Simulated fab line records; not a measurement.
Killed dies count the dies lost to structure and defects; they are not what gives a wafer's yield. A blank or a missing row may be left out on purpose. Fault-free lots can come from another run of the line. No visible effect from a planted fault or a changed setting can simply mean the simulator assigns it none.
fab line records	flow n5_finfet
[record] lots = 24	wafers = 72	last_day = 20
route steps=1938 shown BEOL_M5@1185 BEOL_M6@1210
lots with no fault: from the same line, run without faults
start_h: the number of hours between the record's first day and the start of the first shown wafer of the lot	wait_h: time in hours since the lot's previous step	" as in the row above	L1.1+2: one row covering several wafers at once	- no value, or no start given	* or withheld: withheld	< > ~ a bound
route shown NAME@n: a module of which the file shows steps, and the number in the route of the first	usual: the fault-free wafers' mean and standard deviation	same: alike in all rows	chamber/n: place in a boat	sites: the reading at each site	_std_site: the values' standard deviation	_edge_site: the outer-site mean with the inner-site mean subtracted	radius_mm: how far each site lies from the wafer's centre	mask NAME#n: copy n	behind: the last tool/chamber to shape the wafer	hold: reason for holding the lot/hours on hold/outcome of the hold	device: which transistor (n, p or np) failed to switch	end of line: the tests these same wafers got at the end of their route	for a step that has no rows: nothing shown but its recipe	killed: dies that structure and defects cost at the first sort, which is not the same as the wafer's yield	map: a wafer's dies, marking killed ones x, the rest . and places with no die _
set.NAME: the setting that was run; set.NAME@STEP: the one run at that earlier step	model.NAME: the simulator's own value behind a step, which no gauge read
route steps across a sampled set of lots; one table per step, one row per wafer
services: a tool's chamber out of use, with start hour (start_h, from the record's first day; less than 0 if before it), hours out, and reason
[[steps]]
[step N5_BEOL_M5_ANNEAL_51]
[recipe] temp_c = 225	time_s = 90	ambient = N2
[usual] anneal_temp_c_max = 226.4/0.33	wafer_temp_C_max = 226.1/0.38
lot.wafer	tool	chamber	start_h	wait_h	anneal_temp_c_max	wafer_temp_C_max
L074.2	rtp_anneal-02	0	206.43	0.2	226.8	226.7
L074.3	"	0	"	"	226.2	226.2
L074.5	"	0	"	"	226.5	226.6
L075.1	rtp_anneal-01	0	207.21	0.5	226.5	225.5
L075.5	"	0	"	"	226.0	225.7
L075.6	"	0	"	"	226.2	225.9
L076.2	rtp_anneal-01	0	223.57	0.3	226.3	225.6
L076.3	"	0	"	"	226.2	225.9
L076.5	"	0	"	"	226.0	225.5
L077.4	rtp_anneal-02	0	225.17	0.2	226.2	226.0
L077.5	"	0	"	"	226.4	225.9
L077.6	"	0	"	"	226.3	226.7
L079.3	rtp_anneal-01	0	230.11	0.1	225.6	225.8
L079.5	"	0	"	"	226.5	225.9
L079.6	"	0	"	"	225.8	225.6
L078.1	rtp_anneal-01	0	230.65	0.1	226.0	225.5
L078.2	"	0	"	"	226.2	225.8
L078.6	"	0	"	"	225.9	225.5
L081.2	rtp_anneal-02	0	234.23	0.1	226.7	225.8
L081.5	"	0	"	"	226.4	226.4
L081.6	"	0	"	"	226.1	226.0
L082.2	rtp_anneal-02	0	236.16	0.1	226.6	225.9
L082.4	"	0	"	"	226.3	226.0
L082.5	"	0	"	"	226.1	226.3
L080.3	rtp_anneal-01	0	246.94	0.1	225.9	225.7
L080.4	"	0	"	"	225.8	225.9
L080.6	"	0	"	"	225.8	225.7
L083.2	rtp_anneal-02	0	267.76	0.1	226.6	226.1
L083.5	"	0	"	"	226.5	225.6
L083.6	"	0	"	"	226.2	226.5
L084.1	rtp_anneal-01	0	277.84	0.1	226.7	225.4
L084.3	"	0	"	"	226.1	225.4
L084.4	"	0	"	"	226.1	225.7
L085.1	rtp_anneal-02	0	294.04	0.1	226.9	226.6
L085.2	"	0	"	"	226.4	226.3
L085.5	"	0	"	"	226.6	226.5
L086.2	rtp_anneal-01	0	302.36	0.1	225.9	225.6
L086.4	"	0	"	"	226.2	225.4
L086.6	"	0	"	"	225.9	225.7
L087.2	rtp_anneal-02	0	302.71	0.1	226.1	226.6
L087.5	"	0	"	"	226.9	226.6
L087.6	"	0	"	"	226.6	226.0
L088.1	rtp_anneal-02	0	323.93	0.1	226.1	225.9
L088.2	"	0	"	"	226.3	226.2
L088.4	"	0	"	"	226.5	226.3
L089.1	rtp_anneal-02	0	329.62	1.2	226.2	226.3
L089.2	"	0	"	"	226.3	226.4
L089.6	"	0	"	"	226.5	226.5
L090.2	rtp_anneal-02	0	341.21	0.7	226.3	226.4
L090.4	"	0	"	"	226.2	225.9
L090.6	"	0	"	"	226.5	226.1
L094.2	rtp_anneal-02	0	346.30	0.1	226.6	226.6
L094.3	"	0	"	"	226.5	226.7
L094.5	"	0	"	"	226.7	226.0
L092.3	rtp_anneal-02	0	350.89	0.1	226.8	226.2
L092.4	"	0	"	"	226.0	226.2
L092.5	"	0	"	"	226.3	226.2
L093.1	rtp_anneal-02	0	351.79	0.6	226.0	226.1
L093.2	"	0	"	"	226.4	226.3
L093.5	"	0	"	"	226.6	225.8
L091.2	rtp_anneal-02	0	357.06	2.4	226.3	226.6
L091.4	"	0	"	"	226.2	225.4
L091.6	"	0	"	"	226.9	226.0
L095.1	rtp_anneal-02	0	359.02	1.2	226.3	226.0
L095.4	"	0	"	"	226.3	226.3
L095.5	"	0	"	"	226.7	226.1
L097.1	rtp_anneal-02	0	369.48	0.5	226.5	226.1
L097.4	"	0	"	"	226.6	225.9
L097.6	"	0	"	"	226.5	226.0
L096.1	rtp_anneal-02	0	376.12	1.4	226.1	226.4
L096.4	"	0	"	"	225.9	226.5
L096.6	"	0	"	"	226.4	226.6
[step N5_BEOL_M5_RS_MEAS_57]
[recipe] thk_meas_gauge = four-point-probe	reads = Co_of_BEOL_M5_CO_CAP_78+Cu_of_BEOL_M5_ECD_50+Co_of_BEOL_M5_CVD_47+TaN_of_BEOL_M5_ALD_86
[usual] M5_RS = 0.394/0.0093
lot.wafer	tool	chamber	start_h	wait_h	M5_RS[ohm/sq]
L074.2	film_metro-01	-	207.54	0.1	0.399
L074.3	"	-	"	"	0.410
L074.5	"	-	"	"	0.405
L075.1	film_metro-02	-	208.20	0.1	0.397
L075.5	"	-	"	"	0.394
L075.6	"	-	"	"	0.391
L076.2	film_metro-01	-	224.50	0.1	0.384
L076.3	"	-	"	"	0.403
L076.5	"	-	"	"	0.383
L077.4	film_metro-01	-	225.89	0.0	0.383
L077.5	"	-	"	"	0.386
L077.6	"	-	"	"	0.377
L079.3	film_metro-02	-	230.90	0.1	0.396
L079.5	"	-	"	"	0.401
L079.6	"	-	"	"	0.394
L078.1	film_metro-02	-	231.51	0.0	0.389
L078.2	"	-	"	"	0.387
L078.6	"	-	"	"	0.390
L081.2	film_metro-01	-	235.04	0.1	0.392
L081.5	"	-	"	"	0.393
L081.6	"	-	"	"	0.392
L082.2	film_metro-01	-	237.13	0.1	0.395
L082.4	"	-	"	"	0.383
L082.5	"	-	"	"	0.407
L080.3	film_metro-01	-	247.70	0.1	0.384
L080.4	"	-	"	"	0.395
L080.6	"	-	"	"	0.394
L083.2	film_metro-02	-	268.57	0.1	0.394
L083.5	"	-	"	"	0.381
L083.6	"	-	"	"	0.392
L084.1	film_metro-02	-	278.69	0.0	0.403
L084.3	"	-	"	"	0.407
L084.4	"	-	"	"	0.410
L085.1	film_metro-01	-	294.89	0.0	0.376
L085.2	"	-	"	"	0.402
L085.5	"	-	"	"	0.394
L086.2	film_metro-02	-	303.17	0.1	0.402
L086.4	"	-	"	"	0.413
L086.6	"	-	"	"	0.398
L087.2	film_metro-01	-	303.68	0.1	0.382
L087.5	"	-	"	"	0.403
L087.6	"	-	"	"	0.388
L088.1	film_metro-02	-	324.78	0.0	0.398
L088.2	"	-	"	"	0.416
L088.4	"	-	"	"	0.396
L089.1	film_metro-01	-	330.47	0.0	0.375
L089.2	"	-	"	"	0.391
L089.6	"	-	"	"	0.401
L090.2	film_metro-01	-	342.10	0.1	0.390
L090.4	"	-	"	"	0.400
L090.6	"	-	"	"	0.393
L094.2	film_metro-01	-	347.65	0.1	0.398
L094.3	"	-	"	"	0.397
L094.5	"	-	"	"	0.386
L092.3	film_metro-02	-	351.71	0.1	0.385
L092.4	"	-	"	"	0.389
L092.5	"	-	"	"	0.385
L093.1	film_metro-01	-	354.13	0.0	0.392
L093.2	"	-	"	"	0.380
L093.5	"	-	"	"	0.382
L091.2	film_metro-02	-	357.87	0.1	0.401
L091.4	"	-	"	"	0.385
L091.6	"	-	"	"	0.390
L095.1	film_metro-02	-	359.91	0.1	0.406
L095.4	"	-	"	"	0.388
L095.5	"	-	"	"	0.393
L097.1	film_metro-01	-	370.34	0.0	0.389
L097.4	"	-	"	"	0.394
L097.6	"	-	"	"	0.389
L096.1	film_metro-01	-	377.00	0.1	0.404
L096.4	"	-	"	"	0.396
L096.6	"	-	"	"	0.388
[step N5_BEOL_M5_INSPECT_58]
[recipe] inspect_instrument = darkfield	mode = post_dep
[usual] raw_defect_count = 69/20
lot.wafer	tool	chamber	start_h	wait_h	raw_defect_count
L074.2	defect_inspect-02	-	207.56	0.0	75
L074.3	"	-	"	"	94
L074.5	"	-	"	"	110
L075.1	defect_inspect-01	-	208.23	0.0	44
L075.5	"	-	"	"	26
L075.6	"	-	"	"	46
L076.2	defect_inspect-02	-	224.52	0.0	73
L076.3	"	-	"	"	70
L076.5	"	-	"	"	86
L077.4	defect_inspect-02	-	225.91	0.0	84
L077.5	"	-	"	"	58
L077.6	"	-	"	"	68
L079.3	defect_inspect-02	-	230.93	0.0	74
L079.5	"	-	"	"	74
L079.6	"	-	"	"	109
L078.1	defect_inspect-01	-	231.53	0.0	97
L078.2	"	-	"	"	90
L078.6	"	-	"	"	81
L081.2	defect_inspect-02	-	235.06	0.0	63
L081.5	"	-	"	"	64
L081.6	"	-	"	"	55
L082.2	defect_inspect-01	-	237.16	0.0	85
L082.4	"	-	"	"	51
L082.5	"	-	"	"	52
L080.3	defect_inspect-02	-	247.72	0.0	56
L080.4	"	-	"	"	68
L080.6	"	-	"	"	60
L083.2	defect_inspect-02	-	268.59	0.0	91
L083.5	"	-	"	"	67
L083.6	"	-	"	"	69
L084.1	defect_inspect-02	-	278.72	0.0	58
L084.3	"	-	"	"	59
L084.4	"	-	"	"	63
L085.1	defect_inspect-02	-	294.92	0.0	87
L085.2	"	-	"	"	86
L085.5	"	-	"	"	95
L086.2	defect_inspect-01	-	303.19	0.0	38
L086.4	"	-	"	"	44
L086.6	"	-	"	"	45
L087.2	defect_inspect-02	-	303.70	0.0	69
L087.5	"	-	"	"	68
L087.6	"	-	"	"	85
L088.1	defect_inspect-02	-	324.81	0.0	79
L088.2	"	-	"	"	88
L088.4	"	-	"	"	78
L089.1	defect_inspect-01	-	330.50	0.0	54
L089.2	"	-	"	"	75
L089.6	"	-	"	"	97
L090.2	defect_inspect-01	-	342.13	0.0	57
L090.4	"	-	"	"	50
L090.6	"	-	"	"	66
L094.2	defect_inspect-01	-	347.67	0.0	33
L094.3	"	-	"	"	69
L094.5	"	-	"	"	33
L092.3	defect_inspect-02	-	351.74	0.0	85
L092.4	"	-	"	"	56
L092.5	"	-	"	"	97
L093.1	defect_inspect-02	-	354.15	0.0	38
L093.2	"	-	"	"	71
L093.5	"	-	"	"	59
L091.2	defect_inspect-01	-	357.89	0.0	103
L091.4	"	-	"	"	77
L091.6	"	-	"	"	86
L095.1	defect_inspect-01	-	359.93	0.0	63
L095.4	"	-	"	"	66
L095.5	"	-	"	"	70
L097.1	defect_inspect-01	-	370.37	0.0	68
L097.4	"	-	"	"	75
L097.6	"	-	"	"	63
L096.1	defect_inspect-01	-	377.02	0.0	62
L096.4	"	-	"	"	43
L096.6	"	-	"	"	68
[step N5_BEOL_M6_DESCUM_16]
[recipe] chemistry = O2	time_s = 7.9	source_power_w = 50	bias_power_w = 20	pressure_mtorr = 20	rf_frequency_hz = 2.712e+07	temp_c = 40	resist = CAR-ArF	o2_flow_sccm = 225
[usual] drypump_motor_current_A = 5.50/0.23	oes_product_au = 0.78/0.075	rf_fwd_power_W = 49.46/0.22	rf_vpp_V = 243.1/1.4	showerhead_plenum_p_Torr = 2.09/0.069	throttle_valve_pct = 20.44/0.26
lot.wafer	tool	chamber	start_h	wait_h	drypump_motor_current_A	oes_product_au	rf_fwd_power_W	rf_hours_counter_h	rf_vpp_V	showerhead_plenum_p_Torr	throttle_valve_pct
L074.2	rie_diel-03	3	209.66	0.0	5.30	0.85	49.15	57	244.3	2.13	20.70
L074.3	"	1	"	"	5.47	0.87	49.46	51	243.0	2.12	20.01
L074.5	"	0	"	"	5.48	0.72	49.86	-	243.6	2.09	20.42
L075.1	rie_diel-05	3	209.95	0.1	5.61	0.89	49.59	44	242.9	2.13	20.32
L075.5	"	1	"	"	5.56	0.94	49.54	-	244.4	2.15	20.37
L075.6	"	0	"	"	5.11	0.74	49.43	-	244.4	2.17	20.78
L076.2	rie_diel-06	0	226.22	0.0	5.50	0.73	49.07	197	241.8	1.99	20.63
L076.3	"	2	"	"	5.28	0.72	49.63	209	242.5	2.08	20.23
L076.5	"	2	"	"	5.29	0.71	49.53	-	243.1	2.08	20.24
L077.4	rie_diel-05	3	230.33	0.5	5.61	0.87	49.24	51	243.3	2.13	20.35
L077.5	"	2	"	"	5.91	0.71	49.51	-	242.9	2.07	20.33
L077.6	"	3	"	"	5.58	0.88	49.23	-	245.1	2.13	20.34
L079.3	rie_diel-06	3	235.61	0.0	5.31	0.77	49.32	146	243.9	2.10	20.59
L079.5	"	1	"	"	5.87	0.78	49.33	-	243.2	2.10	19.93
L079.6	"	0	"	"	5.51	0.73	49.06	-	241.2	1.99	20.64
L078.1	rie_diel-05	1	235.79	0.0	5.56	0.92	49.54	17	244.9	2.14	20.40
L078.2	"	2	"	"	5.90	0.70	49.58	218	241.7	2.07	20.33
L078.6	"	1	"	"	5.54	0.92	49.51	-	243.4	2.14	20.40
L081.2	rie_diel-03	0	236.67	0.0	5.45	0.71	50.06	184	244.2	2.09	20.44
L081.5	"	2	"	"	5.61	0.74	48.82	-	238.8	1.91	20.41
L081.6	"	1	"	"	5.42	0.85	49.23	-	243.8	2.11	20.01
L082.2	rie_diel-03	1	240.90	0.3	5.43	0.85	49.56	62	243.6	2.11	20.01
L082.4	"	0	"	"	5.45	0.71	49.63	185	242.2	2.09	20.44
L082.5	"	1	"	"	5.43	0.86	49.40	-	243.9	2.12	20.02
L080.3	rie_diel-03	2	251.32	0.4	5.58	0.73	49.40	170	241.6	1.91	20.41
L080.4	"	3	"	"	5.32	0.83	49.49	70	244.8	2.12	20.72
L080.6	"	3	"	"	5.29	0.84	49.18	-	244.3	2.12	20.71
L083.2	rie_diel-05	3	270.20	0.3	5.60	0.86	49.63	62	243.9	2.13	20.35
L083.5	"	1	"	"	5.54	0.90	49.45	-	243.8	2.14	20.40
L083.6	"	2	"	"	5.89	0.70	49.55	-	242.0	2.07	20.33
L084.1	rie_diel-03	3	280.60	0.0	5.27	0.83	49.19	78	242.0	2.12	20.73
L084.3	"	0	"	"	5.44	0.70	49.34	196	244.2	2.08	20.45
L084.4	"	1	"	"	5.42	0.84	49.35	73	243.9	2.11	20.02
L085.1	rie_diel-06	0	296.96	0.0	5.55	0.71	48.72	225	241.4	1.98	20.68
L085.2	"	3	"	"	5.29	0.76	49.55	172	242.4	2.09	20.64
L085.5	"	0	"	"	5.54	0.71	48.81	-	242.3	1.98	20.68
L086.2	rie_diel-03	1	306.39	0.0	5.46	0.83	49.55	78	242.9	2.11	20.05
L086.4	"	0	"	"	5.42	0.69	49.73	205	244.0	2.08	20.47
L086.6	"	0	"	"	5.44	0.69	49.48	-	241.8	2.08	20.48
L087.2	rie_diel-06	1	306.99	0.1	5.90	0.75	49.71	133	244.2	2.09	19.99
L087.5	"	2	"	"	5.24	0.69	49.63	-	242.0	2.07	20.25
L087.6	"	0	"	"	5.54	0.71	49.37	-	241.9	1.98	20.69
L088.1	rie_diel-03	2	326.79	0.3	5.61	0.71	49.07	197	240.9	1.90	20.45
L088.2	"	1	"	"	5.45	0.82	49.57	89	243.1	2.11	20.08
L088.4	"	3	"	"	5.29	0.80	49.57	-	243.7	2.11	20.77
L089.1	rie_diel-05	2	332.15	0.4	5.91	0.68	49.60	250	242.2	2.06	20.37
L089.2	"	1	"	"	5.59	0.86	49.43	50	244.3	2.13	20.42
L089.6	"	2	"	"	5.94	0.68	49.49	-	242.9	2.06	20.38
L090.2	rie_diel-05	0	344.60	0.3	5.11	0.71	49.52	214	243.9	2.16	20.83
L090.4	"	0	"	"	5.12	0.71	49.66	-	242.7	2.16	20.82
L090.6	"	1	"	"	5.56	0.86	49.49	-	242.2	2.13	20.46
L094.2	rie_diel-06	0	351.62	0.0	5.52	0.69	49.30	248	241.4	1.97	20.73
L094.3	"	1	"	"	5.86	0.74	49.76	150	243.0	2.09	20.02
L094.5	"	3	"	"	5.32	0.74	49.52	-	243.5	2.09	20.66
L092.3	rie_diel-05	1	353.42	0.4	5.56	0.85	49.31	57	244.9	2.13	20.44
L092.4	"	0	"	"	5.11	0.71	49.28	-	243.1	2.16	20.84
L092.5	"	1	"	"	5.57	0.86	49.24	-	242.7	2.13	20.46
L093.1	rie_diel-06	0	357.52	0.0	5.53	0.70	49.25	250	240.3	1.97	20.73
L093.2	"	2	"	"	5.28	0.69	49.78	245	243.3	2.06	20.28
L093.5	"	0	"	"	5.52	0.69	49.29	-	240.1	1.97	20.74
L091.2	rie_diel-05	1	359.45	0.0	5.56	0.86	49.39	59	243.6	2.13	20.46
L091.4	"	1	"	"	5.55	0.86	49.51	-	243.0	2.13	20.46
L091.6	"	3	"	"	5.59	0.83	49.46	-	242.9	2.12	20.39
L095.1	rie_diel-05	3	363.92	0.4	5.61	0.82	49.86	98	244.0	2.11	20.40
L095.4	"	3	"	"	5.60	0.83	49.54	-	243.0	2.11	20.42
L095.5	"	0	"	"	5.10	0.71	49.52	-	244.0	2.16	20.85
L097.1	rie_diel-05	3	372.99	0.0	5.59	0.82	49.43	101	243.2	2.11	20.41
L097.4	"	1	"	"	5.53	0.84	49.59	66	242.9	2.13	20.47
L097.6	"	1	"	"	5.55	0.84	49.56	-	242.0	2.13	20.46
L096.1	rie_diel-05	2	379.35	0.0	5.88	0.96	49.79	5	242.5	2.06	20.02
L096.4	"	1	"	"	5.53	0.84	49.48	68	243.0	2.13	20.47
L096.6	"	1	"	"	5.55	0.84	49.73	-	242.9	2.13	20.46
[step N5_BEOL_M6_CD_MEAS_18]
[recipe] pitch_nm = 80	target_cd_nm = 40
[usual] cd_nm = 40.2/0.46
lot.wafer	tool	chamber	start_h	wait_h	cd_nm
L074.2	cd_sem-02	-	210.14	0.1	40.1
L074.3	"	-	"	"	39.3
L074.5	"	-	"	"	39.3
L075.1	cd_sem-03	-	210.50	0.0	40.4
L075.5	"	-	"	"	40.0
L075.6	"	-	"	"	40.9
L076.2	cd_sem-02	-	226.68	0.1	40.6
L076.3	"	-	"	"	40.5
L076.5	"	-	"	"	40.6
L077.4	cd_sem-01	-	230.88	0.1	40.2
L077.5	"	-	"	"	40.8
L077.6	"	-	"	"	40.7
L079.3	cd_sem-01	-	236.07	0.1	40.4
L079.5	"	-	"	"	39.9
L079.6	"	-	"	"	40.0
L078.1	cd_sem-02	-	236.25	0.0	40.7
L078.2	"	-	"	"	40.0
L078.6	"	-	"	"	40.5
L081.2	cd_sem-03	-	237.13	0.1	40.0
L081.5	"	-	"	"	39.6
L081.6	"	-	"	"	39.6
L082.2	cd_sem-03	-	241.36	0.1	40.2
L082.4	"	-	"	"	40.9
L082.5	"	-	"	"	40.6
L080.3	cd_sem-02	-	251.79	0.1	40.8
L080.4	"	-	"	"	40.5
L080.6	"	-	"	"	40.8
L083.2	cd_sem-01	-	270.66	0.1	39.7
L083.5	"	-	"	"	39.1
L083.6	"	-	"	"	39.4
L084.1	cd_sem-02	-	281.06	0.0	40.0
L084.3	"	-	"	"	39.9
L084.4	"	-	"	"	39.6
L085.1	cd_sem-01	-	297.42	0.0	39.7
L085.2	"	-	"	"	40.3
L085.5	"	-	"	"	39.4
L086.2	cd_sem-01	-	306.85	0.1	40.4
L086.4	"	-	"	"	40.5
L086.6	"	-	"	"	40.3
L087.2	cd_sem-02	-	307.62	0.1	39.9
L087.5	"	-	"	"	39.8
L087.6	"	-	"	"	40.1
L088.1	cd_sem-03	-	327.34	0.0	39.8
L088.2	"	-	"	"	39.1
L088.4	"	-	"	"	39.5
L089.1	cd_sem-01	-	332.73	0.0	39.4
L089.2	"	-	"	"	40.1
L089.6	"	-	"	"	40.0
L090.2	cd_sem-02	-	345.10	0.1	40.1
L090.4	"	-	"	"	40.8
L090.6	"	-	"	"	40.1
L094.2	cd_sem-01	-	352.08	0.1	40.0
L094.3	"	-	"	"	40.3
L094.5	"	-	"	"	40.7
L092.3	cd_sem-01	-	353.88	0.1	40.8
L092.4	"	-	"	"	41.0
L092.5	"	-	"	"	40.1
L093.1	cd_sem-01	-	358.09	0.0	39.9
L093.2	"	-	"	"	40.2
L093.5	"	-	"	"	40.0
L091.2	cd_sem-03	-	359.91	0.1	39.9
L091.4	"	-	"	"	40.3
L091.6	"	-	"	"	40.8
L095.1	cd_sem-02	-	364.37	0.0	40.3
L095.4	"	-	"	"	40.6
L095.5	"	-	"	"	40.6
L097.1	cd_sem-03	-	373.45	0.0	40.7
L097.4	"	-	"	"	40.4
L097.6	"	-	"	"	40.2
L096.1	cd_sem-01	-	379.87	0.0	40.5
L096.4	"	-	"	"	40.5
L096.6	"	-	"	"	40.5
[step N5_BEOL_M6_TRENCH_ETCH_37]
[recipe] chemistry = C4F6/O2	target_depth_a = 944.35	target = SiCOH_lowk	time_s = 31.5	ion_energy_ev = 250	pressure_mtorr = 30	source_w = 345	bias_w = 185	Ar_flow_sccm = 300	C4F6_flow_sccm = 10	O2_flow_sccm = 10
[usual] O2_flow_sccm = 10.00/0.032	drypump_motor_current_A = 5.47/0.21	oes_product_au = 0.77/0.069	rf_fwd_power_W = 340.6/1.4	rf_vpp_V = 667/4.7	showerhead_plenum_p_Torr = 2.84/0.083	throttle_valve_pct = 20.93/0.23
lot.wafer	tool	chamber	start_h	wait_h	O2_flow_sccm	drypump_motor_current_A	oes_product_au	rf_fwd_power_W	rf_hours_counter_h	rf_vpp_V	showerhead_plenum_p_Torr	throttle_valve_pct
L075.1	rie_diel-06	2	-	-	10.03	5.27	0.71	338.8	204	671	2.83	20.73
L075.5	"	2	"	"	10.01	5.28	0.71	340.0	-	674	2.83	20.73
L075.6	"	1	"	"	9.96	5.87	0.80	339.7	-	669	2.88	20.55
L074.2	rie_diel-03	1	-	-	9.98	5.44	0.87	341.4	52	674	2.88	20.53
L074.3	"	3	"	"	10.00	5.32	0.84	340.0	58	668	2.88	21.15
L074.5	"	0	"	"	9.98	5.45	0.71	340.2	-	666	2.84	20.89
L076.2	rie_diel-03	2	-	-	10.03	5.60	0.73	339.6	163	658	2.62	20.98
L076.3	"	3	"	"	10.00	5.32	0.84	340.2	64	667	2.88	21.13
L076.5	"	0	"	"	9.93	5.46	0.71	339.9	-	667	2.84	20.92
L077.4	rie_diel-06	0	-	-	9.98	5.55	0.73	336.5	199	665	2.71	21.13
L077.5	"	1	"	"	10.02	5.86	0.78	342.7	-	667	2.88	20.57
L077.6	"	0	"	"	9.97	5.52	0.73	338.4	-	666	2.71	21.14
L079.3	rie_diel-03	0	-	-	10.00	5.46	0.71	342.5	185	667	2.83	20.90
L079.5	"	0	"	"	9.94	5.44	0.71	340.7	-	667	2.83	20.90
L079.6	"	3	"	"	9.99	5.28	0.84	341.5	-	666	2.87	21.13
L078.1	rie_diel-05	3	-	-	10.07	5.60	0.87	340.2	52	669	2.89	20.80
L078.2	"	2	"	"	9.94	5.91	0.70	339.5	218	673	2.83	20.83
L078.6	"	1	"	"	9.99	5.59	0.92	341.2	-	671	2.90	20.81
L081.2	rie_diel-06	3	-	-	10.00	5.32	0.77	339.2	148	672	2.85	21.07
L081.5	"	1	"	"	9.96	5.87	0.78	343.0	-	667	2.88	20.57
L081.6	"	0	"	"	10.00	5.53	0.73	337.5	-	666	2.71	21.13
L082.2	rie_diel-06	2	-	-	10.03	5.27	0.70	341.2	213	673	2.82	20.73
L082.4	"	1	"	"	10.03	5.87	0.78	343.3	106	669	2.88	20.55
L082.5	"	0	"	"	10.01	5.53	0.72	337.8	-	665	2.71	21.15
L080.3	rie_diel-06	0	-	-	10.01	5.51	0.72	337.2	209	665	2.71	21.16
L080.4	"	3	"	"	10.03	5.33	0.76	340.1	156	672	2.85	21.08
L080.6	"	2	"	"	9.97	5.26	0.70	342.8	-	672	2.82	20.75
L083.2	rie_diel-03	3	-	-	9.98	5.24	0.82	339.9	77	666	2.87	21.14
L083.5	"	0	"	"	10.03	5.42	0.70	341.2	-	666	2.83	20.92
L083.6	"	1	"	"	10.04	5.43	0.84	342.2	-	673	2.88	20.54
L084.1	rie_diel-05	0	-	-	10.03	5.12	0.71	342.2	201	661	2.93	21.26
L084.3	"	1	"	"	10.01	5.53	0.89	339.9	32	672	2.89	20.84
L084.4	"	2	"	"	10.01	5.92	0.69	341.8	233	674	2.82	20.87
L085.1	rie_diel-05	1	-	-	9.99	5.56	0.89	340.7	38	671	2.89	20.84
L085.2	"	3	"	"	10.02	5.63	0.85	340.6	73	668	2.88	20.82
L085.5	"	2	"	"	10.01	5.91	0.69	339.6	-	673	2.82	20.87
L086.2	rie_diel-03	1	-	-	9.98	5.45	0.83	341.2	79	674	2.87	20.56
L086.4	"	0	"	"	9.97	5.46	0.70	341.9	206	666	2.83	20.94
L086.6	"	1	"	"	10.03	5.45	0.84	340.2	-	673	2.87	20.57
L087.2	rie_diel-06	0	-	-	9.97	5.54	0.70	338.4	230	665	2.70	21.18
L087.5	"	2	"	"	10.05	5.27	0.69	340.9	-	674	2.82	20.77
L087.6	"	1	"	"	10.01	5.90	0.75	341.0	-	669	2.87	20.61
L088.1	rie_diel-06	0	-	-	9.97	5.50	0.70	339.5	239	665	2.70	21.20
L088.2	"	3	"	"	10.03	5.34	0.75	340.2	178	671	2.84	21.10
L088.4	"	1	"	"	9.99	5.87	0.75	342.9	143	667	2.86	20.62
L089.1	rie_diel-03	1	-	-	9.96	5.45	0.82	341.8	92	673	2.87	20.57
L089.2	"	2	"	"	9.98	5.59	0.71	340.4	200	658	2.61	21.01
L089.6	"	1	"	"	9.99	5.42	0.82	340.4	-	675	2.87	20.57
L090.2	rie_diel-05	3	-	-	10.04	5.58	0.82	341.0	90	667	2.88	20.86
L090.4	"	0	"	"	10.00	5.13	0.70	342.3	-	660	2.92	21.27
L090.6	"	3	"	"	10.07	5.59	0.83	341.3	-	667	2.88	20.86
L094.2	rie_diel-05	1	-	-	9.98	5.55	0.86	341.9	56	670	2.88	20.86
L094.3	"	3	"	"	9.97	5.61	0.82	341.3	93	666	2.87	20.87
L094.5	"	1	"	"	9.95	5.54	0.86	339.3	-	670	2.88	20.87
L092.3	rie_diel-05	3	-	-	10.01	5.61	0.82	340.8	94	667	2.87	20.87
L092.4	"	1	"	"	10.00	5.50	0.86	342.0	-	671	2.88	20.86
L092.5	"	3	"	"	10.03	5.62	0.82	340.6	-	668	2.87	20.86
L093.1	rie_diel-05	0	-	-	10.04	5.13	0.70	341.0	223	660	2.92	21.28
L093.2	"	3	"	"	10.03	5.59	0.82	340.3	98	667	2.87	20.88
L093.5	"	1	"	"	10.01	5.59	0.85	339.9	-	671	2.88	20.86
L091.2	rie_diel-03	0	-	-	9.96	5.44	0.69	341.1	216	664	2.82	20.96
L091.4	"	3	"	"	9.99	5.28	0.79	339.2	109	665	2.85	21.21
L091.6	"	2	"	"	9.98	5.62	0.70	342.0	-	658	2.60	21.04
L095.1	rie_diel-05	1	-	-	9.95	5.51	0.85	342.5	64	669	2.88	20.86
L095.4	"	0	"	"	9.97	5.12	0.70	339.1	225	661	2.92	21.31
L095.5	"	0	"	"	9.96	5.11	0.70	340.5	-	659	2.92	21.29
L097.1	rie_diel-05	2	-	-	10.01	5.92	0.98	342.2	3	673	2.81	20.54
L097.4	"	1	"	"	10.00	5.54	0.85	338.8	66	669	2.88	20.87
L097.6	"	3	"	"	9.95	5.63	0.83	340.6	-	668	2.87	20.88
L096.1	rie_diel-03	0	-	-	9.97	5.47	0.69	338.7	222	666	2.82	20.97
L096.4	"	2	"	"	10.01	5.60	0.69	340.5	-	657	2.60	21.05
L096.6	"	3	"	"	10.05	5.33	0.78	341.5	-	667	2.85	21.20
[[services]]
tool	chamber	start_h	hours	kind
rie_diel-05	2	191.71	1.3	repair
rtp_anneal-01	-	258.67	1.0	pm
rie_diel-06	2	285.04	20.5	repair
rie_diel-03	1	290.99	9.8	repair
rie_diel-05	0	297.70	19.9	repair
rie_diel-06	0	300.01	1.3	repair
rie_diel-06	3	303.75	16.3	repair
rie_diel-06	2	311.68	4.3	repair
rie_diel-06	-	315.30	0.9	repair
rie_diel-05	1	340.08	4.4	repair
rie_diel-05	2	342.03	3.2	repair
rie_diel-06	0	358.73	-	clean
rie_diel-06	0	358.73	-	consumable_replace:focus_ring
rie_diel-06	0	358.73	-	consumable_replace:showerhead
rie_diel-06	0	358.73	18.1	scheduled_down
rie_diel-06	0	358.73	18.1	vent_cycle
rie_diel-03	1	369.64	16.3	repair
rie_diel-06	2	376.91	-	clean
rie_diel-06	2	376.91	-	consumable_replace:focus_ring
rie_diel-06	2	376.91	14.1	scheduled_down
rie_diel-06	2	376.91	14.1	vent_cycle
[[key]]
fault none
